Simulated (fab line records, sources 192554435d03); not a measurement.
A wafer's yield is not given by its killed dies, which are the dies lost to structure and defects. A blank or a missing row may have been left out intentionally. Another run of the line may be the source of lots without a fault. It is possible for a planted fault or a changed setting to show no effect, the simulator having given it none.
Struck lot and sound lot, side by side	flow n5_finfet	39 steps out of a route of 1938
Sound: wafers L358.1, L358.5, L358.6. Struck: wafer L371.6. (L371.4 of the same lot was not struck and is left out.) The cause comes at the end.
Order at every step that has rows: each side's tool, ch and its chambers, its first start. Under that, the readings that differ: sound wafers	struck wafers	difference of the means	sigmas: that difference in standard deviations of wafers without a fault.
alike: words and numbers the same on both sides, and readings whose means are apart by under 2 such deviations; not compared: readings that were withheld, readings missing a value for some wafer, numbers with overlapping values and no deviation given by the record, and bounds like >300 which may hide the same value.
A row with sigmas, a row that says differs or no value, or rows on one side alone: a step with any of these is where the two part. Non-overlapping numbers with no deviation appear without sigmas and do not part them. Lack of a reading on every wafer of one side parts them only where that side has two or more wafers.

first, 10 steps without rows for these wafers: N5_FIN_CUT_STRIP_22 (strips in N2/H2); N5_FIN_CUT_PRECLEAN_36 (cleans in O3/DIW, time 60 s); N5_FIN_CUT_SRD_32 (time 30 s); N5_FIN_CUT_UV_OZONE_34 (time 120 s); N5_STI_FIN_REVEAL_ALD_00 (deposits SiO2, target thk 1 nm, pulse time 1 s); N5_STI_FIN_REVEAL_ALD_14 (deposits Si3N4, target thk 3 nm); N5_STI_FIN_REVEAL_FCVD_FILL_01 (material SiO2 flowable, target thk 312 nm, time 512.2 s); N5_STI_FIN_REVEAL_DENSIFY_02 (time 1800 s); N5_STI_FIN_REVEAL_CMP_04 (polishes, stops on Si3N4, t overpolish 4 s, target thk 131.83 nm); N5_STI_FIN_REVEAL_DENSIFY_30.
N5_STI_FIN_REVEAL_ETCHBACK_08: etches SiO2 in C4F6/O2, target depth 30.5 nm, time 10.167 s.
  sound on rie_diel-03 ch 1,2,3, day 4 16:28; struck on rie_diel-03 ch 3, day 7 21:56
reading	sound	struck	difference	sigmas
mfc_ar_sccm (sccm)	299.5 299.4 299.2	301.1	+1.7	+2
  alike: drypump_motor_current_A, oes_product_au, rf_vpp_V, showerhead_plenum_p_Torr, throttle_valve_pct
  not compared: rf_hours_counter_h
then, 16 steps without rows for these wafers: N5_STI_FIN_REVEAL_STRIP_24 (strips in N2/H2, time 90 s); N5_STI_FIN_REVEAL_PRECLEAN_25 (cleans in SPM, time 90 s); N5_STI_FIN_REVEAL_PRECLEAN_26 (cleans in SC1, time 45 s); N5_STI_FIN_REVEAL_PRECLEAN_29 (cleans in DHF, time 30 s); N5_STI_FIN_REVEAL_SRD_12 (time 30 s); N5_STI_FIN_REVEAL_RECESS_09 (chemistry HF/NH3, target SiO2, afs cycles 11, target depth 42.5 nm, sublimation time 60 s); N5_STI_FIN_REVEAL_STRIP_16 (strips SiNx in H3PO4, target depth 23.8 nm); N5_STI_FIN_REVEAL_PRECLEAN_17 (cleans in NF3:NH3, afs cycles 1, time 20 s, sublimation time 60 s); N5_STI_FIN_REVEAL_ETCH_34 (etches Si in H2, material Si, target depth 0.97 nm); N5_STI_FIN_REVEAL_OXIDATION_31 (chemistry O2 PLASMA REMOTE, time 20 s); N5_STI_FIN_REVEAL_PRECLEAN_32 (cleans in NF3:NH3, afs cycles 1, time 20 s, sublimation time 60 s); N5_STI_FIN_REVEAL_STRIP_35 (strips Si3N4 in H3PO4, target depth 4 nm, time 39 s); N5_STI_FIN_REVEAL_SRD_21 (time 30 s); N5_STI_FIN_REVEAL_OXIDATION_33 (chemistry O2 PLASMA REMOTE, time 20 s); N5_STI_FIN_REVEAL_CLEAN_19 (cleans in O3/DIW, time 120 s); N5_STI_FIN_REVEAL_SRD_23 (time 30 s).
N5_STI_FIN_REVEAL_FIN_H_MEAS_10:
  sound: ocd-02 at day 4 19:26; struck: ocd-01 at day 8 00:55
reading	sound	struck	difference	sigmas
trench_depth_nm (nm)	53.1 52.7 52.5	44.2	-8.6	-11
then, 9 steps without rows for these wafers: N5_STI_FIN_REVEAL_PRECLEAN_18 (cleans in SC2, time 45 s); N5_STI_FIN_REVEAL_SRD_28 (time 30 s); N5_DUMMY_GATE_PRECLEAN_00 (cleans in O3/DIW, time 60 s); N5_DUMMY_GATE_SRD_01 (time 30 s); N5_DUMMY_GATE_ALD_02 (deposits SiO2, target thk 2 nm, pulse time 1 s); N5_DUMMY_GATE_CVD_03 (deposits a-Si from SiH4, target thk 150 nm, time 8042 s); N5_DUMMY_GATE_PRECLEAN_46 (cleans in DIW, time 89.5 s); N5_DUMMY_GATE_SRD_47 (dry time 32 s); N5_DUMMY_GATE_CMP_04 (polishes a-Si).
-- a jump in the record: the struck wafers' starts before and after are 6 days apart (it breaks off in module DUMMY_GATE and resumes in module BEOL_M4, where the first step shown is number 1111 of the route) --
N5_BEOL_M4_RC_MEAS_101:
  sound on prober-02 ch 0, day 10 02:06; struck on prober-02 ch 0, day 13 19:20
reading	sound	struck	difference	sigmas
DIBL_N (mV/V)	36.0 36.2 35.4	57.5	+21.6	+12
DIBL_P (mV/V)	35.9 35.7 35.4	54.4	+18.7	+9
IOFF_N (nA/um)	0.134 0.143 0.123	2.215	+2.082	+74
IOFF_N_85C (nA/um)	2.6 2.8 2.5	28.2	+25.6	+56
IOFF_N_LIN (nA/um)	0.063 0.067 0.059	0.128	+0.065	+6
IOFF_P (nA/um)	0.21 0.20 0.20	3.08	+2.88	+85
IOFF_P_85C (nA/um)	3.6 3.6 3.5	34.3	+30.7	+63
IOFF_P_LIN (nA/um)	0.105 0.106 0.102	0.209	+0.105	+7
ION_N (uA/um)	676 680 659	604	-68	-6
ION_P (uA/um)	468 466 465	416	-50	-6
REXT_N (ohm.um)	76.9 76.4 77.6	81.6	+4.6	+2
SS_N (mV/dec)	71.1 70.4 71.1	99.3	+28.4	+44
SS_P (mV/dec)	72.8 73.2 73.1	99.9	+26.9	+40
  alike: REXT_P, VT_N, VT_P
-- a jump in the record: the struck wafers' starts before and after are 4 days apart (it breaks off in module BEOL_M4 and resumes in module PASSIVATION, where the first step shown is number 1936 of the route) --
N5_PASSIVATION_PROBE_49:
  sound: prober-01 at day 14 10:01; struck: prober-01 at day 17 21:43
reading	sound	struck	difference	sigmas
defect_limited_yield (%)	92.4 90.3 90.7	87.7	-3.4	-2
killed_at_M4_up	8 14 15	34	+22	+4
killed_at_contacts	7 13 10	28	+18	+3
killed_dies	90 114 110	145	+40	+2
killed_open	49 60 75	96	+35	+3
sort_bin_4_leakage (%)	0 0 0	87.71	+87.71	
sort_bin_5_function (%)	4.1 4.7 5.8	8.1	+3.2	+3
sort_n_pass	1090 1066 1070	0	-1075	-57
sort_yield_pct (%)	92.4 90.3 90.7	0	-91	-57
  alike: killed_at_M0_to_M3, killed_at_front_end, killed_at_other, killed_short, sort_bin_6_memory

== WHERE THEY PART ==
At N5_STI_FIN_REVEAL_ETCHBACK_08 first; at N5_PASSIVATION_PROBE_49 last (within this record only).

WHY: the cause the simulator had injected
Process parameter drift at N5_STI_FIN_REVEAL_ETCHBACK_08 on rie_diel-03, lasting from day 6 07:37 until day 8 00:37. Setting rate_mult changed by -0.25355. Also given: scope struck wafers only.
